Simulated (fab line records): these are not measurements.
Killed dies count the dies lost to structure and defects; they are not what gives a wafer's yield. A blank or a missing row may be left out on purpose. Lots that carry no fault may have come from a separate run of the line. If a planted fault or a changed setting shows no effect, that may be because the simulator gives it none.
Chamber matching / flow nandHarc / pecvd-02 running NHARC_P_GATE_DEP_103: 3 sister chambers
The step deposits SiON, target thk 30 nm. 3 wafers are shown with their chamber, then 7 later ones without.

## WAFERS WITH THEIR CHAMBER
wafer=L486.6; chamber=1; heaterPowerW (W)=817
wafer=L497.1; chamber=2; heaterPowerW (W)=813
wafer=L497.2; chamber=0; heaterPowerW (W)=637

## WAFERS WHOSE CHAMBER IS MISSING
wafer=L497.6; heaterPowerW (W)=793
wafer=L498.2; heaterPowerW (W)=758
wafer=L498.5; heaterPowerW (W)=773
wafer=L498.6; heaterPowerW (W)=759
wafer=L499.1; heaterPowerW (W)=818
wafer=L499.2; heaterPowerW (W)=675
wafer=L499.5; heaterPowerW (W)=780

## THE CHAMBER EACH PASSED THROUGH
wafer=L497.6; from the rows above=can't be placed: 2 or 1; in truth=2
wafer=L498.2; from the rows above=can't be placed: 2 or 1 or 0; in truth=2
wafer=L498.5; from the rows above=can't be placed: 2 or 1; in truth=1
wafer=L498.6; from the rows above=can't be placed: 2 or 1 or 0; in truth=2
wafer=L499.1; from the rows above=can't be placed: 1 or 2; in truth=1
wafer=L499.2; from the rows above=0; in truth=0
wafer=L499.5; from the rows above=can't be placed: 2 or 1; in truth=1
Correctly placed: 1 of 7. Can't be placed from these rows: 6 (the true chamber is among the candidates in 6). 0 placed wrongly.
How it was worked out, from the rows above alone: a wafer's distance from a chamber is the root of the sum, over the readings, of the square of ((its reading less the chamber's mean) divided by the reading's scatter). The wafer belongs to the nearest chamber; if the next one is less than 2 further off, it can't be placed. A chamber's mean is the mean of its shown wafers. The scatter: root of mean squared gap, hidden wafer to nearest shown wafer, with one shown wafer a chamber.
